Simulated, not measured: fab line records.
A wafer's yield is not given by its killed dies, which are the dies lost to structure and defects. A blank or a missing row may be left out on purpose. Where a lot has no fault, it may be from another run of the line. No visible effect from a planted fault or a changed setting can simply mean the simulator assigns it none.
fab line records	flow n5-finfet
record lots=4	wafers=12	last-day=16
route steps=1938 shown FIN_SAQP@146 FIN_CUT@154 BEOL_M4@1111
lots that met no fault: taken from a fault-free run of the same line
start-h: start of the lot's first displayed wafer, in hours after the record's first day	wait-h: hours from the lot's prior step to this one	" same as the row above	L1.1+2: one row covering several wafers at once	- no value present, or no start provided	* or withheld: withheld	< > ~ a bound
route shown NAME@n: names a module that has steps shown in the file, with the first one's number in the route	usual: mean/standard deviation of fault-free wafers	same: alike in all rows	chamber/n: place in a boat	sites: each site's reading	_std_site: their standard deviation	_edge_site: the outer-site mean with the inner-site mean subtracted	radius-mm: how far each site lies from the wafer's centre	mask NAME#n: copy n	behind: the most recent tool/chamber to have shaped the wafer	hold: cause of the lot's hold/its duration in hours/its outcome	device: names the non-switching transistor (n, p or np)	end of line: the route-end tests of the same wafers	where a step has no rows: the recipe by itself	killed: dies that structure and defects cost at the first sort, which is not the same as the wafer's yield	map: shows each die of a wafer: x if killed, . if not, _ if none is there
set.NAME: setting as actually run; set.NAME@STEP: the setting as run at that earlier step	model.NAME: the simulator's own value behind a step, which no gauge read
certain route steps with their lots: each step a table, each wafer a row
services: from which hour (start-h, from the record's first day; less than 0 if before it) a tool's chamber was out of use, for how many hours, and why
## steps
# step N5_FIN_SAQP_ETCH_64
# recipe chemistry=CF4	target=SiO2	target-depth-a=15	ion-energy-ev=350	pressure-mtorr=10	icp-w=800	bias-w=400	cf4-flow-sccm=80
# step N5_FIN_SAQP_FIN_ETCH_36
# recipe chemistry=HBr/Cl2/O2	target-depth-a=1200	mask-material=SiNx	time-s=50.4	bias-w=102	pressure-mtorr=10	icp-w=800	HBr_flow_sccm=150	Cl2_flow_sccm=80	O2_flow_sccm=12
# step N5_FIN_SAQP_PRECLEAN_38
# recipe chemistry=O3/DIW	time-s=45	temp-c=22	o3-ppm=10
# step N5_FIN_SAQP_PRECLEAN_45
# recipe chemistry=dHF	time-s=10	dilution=500:1	temp-c=25
# step N5_FIN_SAQP_SRD_39
# recipe dry=ipa-marangoni	time-s=30	temp-c=23	rinse-liquid=diw
# step N5_FIN_CUT_COAT_18
# recipe resist=SOC	temp-c=250	time-s=60	spin-rpm=1500	resist-thk-nm=230
# step N5_FIN_CUT_COAT_19
# recipe resist=SiARC	temp-c=220	time-s=60	spin-rpm=1500	resist-thk-nm=20
# step N5_FIN_CUT_COAT_29
# recipe resist=underlayer	temp-c=205	time-s=60	spin-rpm=1500	resist-thk-nm=10
# step N5_FIN_CUT_COAT_02
# recipe resist=CAR-EUV	spin-rpm=1500	resist-thk-nm=30
# usual spin-speed-rpm=1500.1/0.92
lot.wafer	tool	chamber	start-h	wait-h	spin-speed-rpm	model.CAR-EUV_of_FIN_CUT_COAT_02.thk-nm
L889.2	litho-track-05	0	51.88	-	1500.2	30
L889.4	"	0	"	"	1500.0	29.8
L889.5	"	0	"	"	1500.9	29.8
L899.1	litho-track-05	0	112.17	-	1380.8	31.2
L899.4	"	0	"	"	1380.6	31.4
L899.6	"	0	"	"	1381.3	31.4
L900.1	litho-track-05	0	116.22	-	1381.0	31.4
L900.4	"	0	"	"	1383.4	31.4
L900.5	"	0	"	"	1381.9	31.4
L906.2	litho-track-04	0	152.87	-	1499.3	30
L906.5	"	0	"	"	1499.9	30
L906.6	"	0	"	"	1500.3	30
# step N5_FIN_CUT_EBR_04
# recipe solvent=PGMEA	ebr-width-mm=1.5
# step N5_FIN_CUT_SOFTBAKE_03
# recipe temp-c=110	time-s=60	resist=CAR-EUV
# step N5_FIN_CUT_EXPOSE_05
# recipe mask-id=FIN_CUT	na=0.33	source-shape=annular	sigma-inner=0.35	sigma-outer=0.8	polarization=unpolarized	dose-mj=45.75
# step N5_FIN_CUT_PEB_06
# recipe peb-temp-c=100	peb-time-s=60	resist=CAR-EUV
# step N5_FIN_CUT_DEVELOP_07
# recipe develop-time-s=30	developer=TMAH	resist=CAR-EUV	rinse-liquid=surfactant-rinse	dry=air-spin	dev-temp-c=23
# step N5_FIN_CUT_DESCUM_13
# recipe chemistry=O2	time-s=7	source-power-w=50	bias-power-w=20	pressure-mtorr=20	rf-frequency-hz=2.712e+07	temp-c=40	resist=CAR-EUV	o2-flow-sccm=225
# step N5_FIN_CUT_ETCH_30
# recipe chemistry=N2/H2	target=underlayer	target-depth-a=130	mask-material=CAR-EUV	time-s=10.4	ion-energy-ev=200	pressure-mtorr=30	source-w=840	bias-w=150	n2-flow-sccm=200	h2-flow-sccm=200	ends=cleared
# usual bias-w=150.0/0.46	drypump-motor-current-A=5.8/0.64	etch-rf-on-time-s=10.37/0.16	n2-flow-sccm=200.0/0.58	oes-product-au=0.65/0.063	rf-vpp-V=523.6/3	showerhead-plenum-p-Torr=2.54/0.1	throttle-valve-pct=17.88/0.24
lot.wafer	tool	chamber	start-h	wait-h	bias-w	drypump-motor-current-A	etch-rf-on-time-s	n2-flow-sccm	oes-product-au	rf-hours-counter-h	rf-vpp-V	showerhead-plenum-p-Torr	throttle-valve-pct	model.CAR-EUV_of_FIN_CUT_COAT_02.thk-nm
L889.2	rie-diel-03	1	52.30	0.0	149.9	5.5	10.33	199.8	0.65	145	527.3	2.65	17.69	14.6
L889.4	"	3	"	"	149.7	5.3	10.31	200.1	0.70	-	518.9	2.37	17.62	14.4
L889.5	"	1	"	"	149.8	5.4	10.23	199.9	0.65	-	527.5	2.65	17.69	14.6
L899.1	rie-diel-03	2	112.77	0.0	149.9	5.1	10.40	200.2	0.66	130	527.3	2.66	17.66	15.8
L899.4	"	2	"	"	149.5	5.1	10.45	200.3	0.66	-	525.2	2.66	17.65	16
L899.6	"	0	"	"	149.2	5.3	10.38	199.0	0.61	-	525.4	2.62	17.85	16
L900.1	rie-diel-05	3	117.02	0.0	148.7	6.8	10.33	200.2	0.67	125	520.0	2.46	17.83	15.8
L900.4	"	0	"	"	150.4	4.7	10.20	200.1	0.79	18	521.9	2.49	17.54	15.8
L900.5	"	3	"	"	149.4	6.8	10.29	200.2	0.68	-	520.3	2.46	17.82	15.8
L906.2	rie-diel-03	1	153.44	0.0	150.7	5.4	10.38	200.6	0.64	167	528.0	2.64	17.71	14.8
L906.5	"	1	"	"	150.5	5.4	10.37	200.3	0.64	-	526.2	2.64	17.70	14.8
L906.6	"	0	"	"	149.9	5.3	10.41	200.1	0.60	-	525.8	2.61	17.88	14.6
# step N5_FIN_CUT_ETCH_20
# recipe chemistry=CF4	target=SiARC	target-depth-a=260	mask-material=CAR-EUV	time-s=43.3	ion-energy-ev=80	pressure-mtorr=40	source-w=545	bias-w=36	Ar_flow_sccm=100	cf4-flow-sccm=100	ends=cleared
# step N5_BEOL_M4_RC_MEAS_101
# usual DIBL_N=36.3/1	DIBL_P=36.2/1.4	IOFF_N=0.157/0.021	IOFF_P=0.206/0.025	ION_N=673/9	ION_P=461/6.4	SS_N=71.5/0.5	SS_P=73.2/0.47	VT_N=249.9/2.4	VT_P=-250.6/2.9
lot.wafer	tool	chamber	start-h	wait-h	DIBL_N[mV/V]	DIBL_P[mV/V]	IOFF_N[nA/um]	IOFF_P[nA/um]	ION_N[uA/um]	ION_P[uA/um]	SS_N[mV/dec]	SS_P[mV/dec]	VT_N[mV]	VT_P[mV]
L889.2	prober-01	0	203.38	0.2	36.1	37.2	0.145	0.207	681	467	71.0	72.4	250.6	-250.6
L889.4	"	0	"	"	36.2	35.7	0.135	0.195	671	464	71.0	72.9	249.6	-250.6
L889.5	"	0	"	"	35.5	35.3	0.130	0.185	672	462	71.1	72.8	251.0	-252.9
L899.1	prober-01	0	251.80	0.0	36.8	35.5	0.187	0.244	677	463	71.0	73.3	247.5	-244.9
L899.4	"	0	"	"	36.8	36.0	0.185	0.234	688	465	71.7	73.6	246.7	-245.9
L899.6	"	0	"	"	38.6	38.3	0.231	0.281	700	475	72.1	73.8	243.9	-246.2
L900.1	prober-02	0	263.38	0.0	36.6	36.2	0.157	0.230	686	472	71.8	73.2	248.0	-243.7
L900.4	"	0	"	"	35.8	35.5	0.146	0.223	682	474	70.7	72.7	247.2	-247.0
L900.5	"	0	"	"	37.2	35.9	0.153	0.236	670	465	71.6	72.6	249.0	-248.2
L906.2	prober-01	0	289.31	0.2	37.5	36.1	0.166	0.236	683	470	72.1	72.6	248.3	-246.5
L906.5	"	0	"	"	37.4	35.7	0.164	0.234	678	463	71.5	73.8	250.8	-245.9
L906.6	"	0	"	"	36.6	35.1	0.152	0.210	675	463	70.4	73.3	249.1	-250.4
## services
tool	chamber	start-h	hours	kind
rie-diel-05	0	32.03	-	clean
rie-diel-05	0	32.03	-	consumable-replace:focus-ring
rie-diel-05	0	32.03	23.1	scheduled-down
rie-diel-05	0	32.03	23.1	vent-cycle
litho-track-04	-	53.82	-	consumable-replace:filter
rie-diel-05	-	61.15	0.7	repair
rie-diel-05	-	76.88	0.9	repair
rie-diel-03	1	95.95	26.3	repair
rie-diel-05	2	110.34	6.6	repair
rie-diel-05	-	125.78	2.8	pm
rie-diel-03	-	137.82	2.8	pm
## key
first-sign step=N5_FIN_CUT_COAT_02	reading=spin-speed-rpm	direction=down	sigmas=99+	usual=*	struck=*
effect none on later readings
model-effect step=N5_FIN_CUT_COAT_02	value=CAR-EUV_of_FIN_CUT_COAT_02.thk-nm	without=30.07	struck=31.37
model-effect step=N5_FIN_CUT_ETCH_30	value=CAR-EUV_of_FIN_CUT_COAT_02.thk-nm	without=14.63	struck=15.87
met-at N5_FIN_CUT_COAT_02
struck-wafers L899.1,L899.4,L899.6,L900.1,L900.4,L900.5
onset-between 51.88 112.17
fault kind=process-parameter-drift	tool=litho-track-05	chamber=-	onset-h=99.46	steps=N5_FIN_CUT_COAT_02	channel=spin-rpm	offset=*	shape=step	end-h=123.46	acts-in=*	stated=*
